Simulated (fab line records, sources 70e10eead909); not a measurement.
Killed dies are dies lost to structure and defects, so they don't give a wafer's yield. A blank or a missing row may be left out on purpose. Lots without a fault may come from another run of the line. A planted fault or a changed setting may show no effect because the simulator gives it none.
Chamber matching | flow nand_harc | NHARC_P_GATE_STRIP_108 on rie_diel-09: 4 sister chambers
The step strips in O2. 14 wafers are shown with their chamber, then 7 later ones without.

WAFERS WITH THEIR CHAMBER
wafer  | chamber | drypump_motor_current_A (A) | oes_product_au (a.u.) | throttle_valve_pct (%)
L081.2 | 0       | 5.6                         | 0.990                 | 17.040
L081.4 | 1       | 5.9                         | 1.000                 | 17.041
L081.5 | 1       | 5.9                         | 1.000                 | 17.039
L083.1 | 2       | 5.9                         | 1.004                 | 17.046
L083.5 | 0       | 5.6                         | 0.992                 | 17.034
L083.6 | 3       | 6.3                         | 0.985                 | 17.033
L085.2 | 0       | 5.6                         | 1.004                 | 17.052
L085.4 | 3       | 6.4                         | 1.007                 | 17.045
L085.5 | 0       | 5.6                         | 1.001                 | 17.027
L086.1 | 0       | 5.7                         | 0.993                 | 17.039
L086.2 | 3       | 6.4                         | 1.006                 | 17.048
L086.3 | 2       | 5.9                         | 1.025                 | 17.041
L093.1 | 2       | 5.9                         | 1.015                 | 17.050
L093.5 | 3       | 6.4                         | 0.992                 | 17.029

SIGNATURES (means of the wafers above)
reading                 | chamber 0 | chamber 1 | chamber 2 | chamber 3 | scatter within a chamber
drypump_motor_current_A | 5.620     | 5.900     | 5.900     | 6.375     | 0.0394
oes_product_au          | 0.99600   | 1.00000   | 1.01467   | 0.99750   | 0.00848
throttle_valve_pct      | 17.03840  | 17.04000  | 17.04567  | 17.03875  | 0.00795
Rule: a wafer's distance from a chamber is the root of the sum, over the readings, of the square of ((its reading less the chamber's mean) divided by the reading's scatter). The wafer belongs to the nearest chamber; if the next one is less than 2 further off, it can't be placed. The scatter: the root of (the sum of the squares of (reading less its chamber's mean) over the shown wafers, divided by (wafers less chambers)).

WAFERS WITHOUT THEIR CHAMBER
wafer  | drypump_motor_current_A (A) | oes_product_au (a.u.) | throttle_valve_pct (%)
L093.6 | 5.6                         | 0.998                 | 17.036
L095.1 | 5.9                         | 1.004                 | 17.039
L095.2 | 6.4                         | 0.996                 | 17.043
L095.5 | 5.9                         | 1.002                 | 17.024
L095.3 | 5.9                         | 1.003                 | 17.046
L095.4 | 6.4                         | 0.994                 | 17.028
L095.6 | 5.9                         | 0.997                 | 17.031

WHICH CHAMBER EACH WENT THROUGH
wafer  | from the rows above     | in truth
L093.6 | 0                       | 0
L095.1 | can't be placed: 1 or 2 | 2
L095.2 | 3                       | 3
L095.5 | can't be placed: 1 or 2 | 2
L095.3 | can't be placed: 1 or 2 | 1
L095.4 | 3                       | 3
L095.6 | can't be placed: 1 or 2 | 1
Placed correctly: 3 of 7. Can't be placed from these rows: 4 (the true chamber is among the candidates in 4). Placed wrongly: 0.
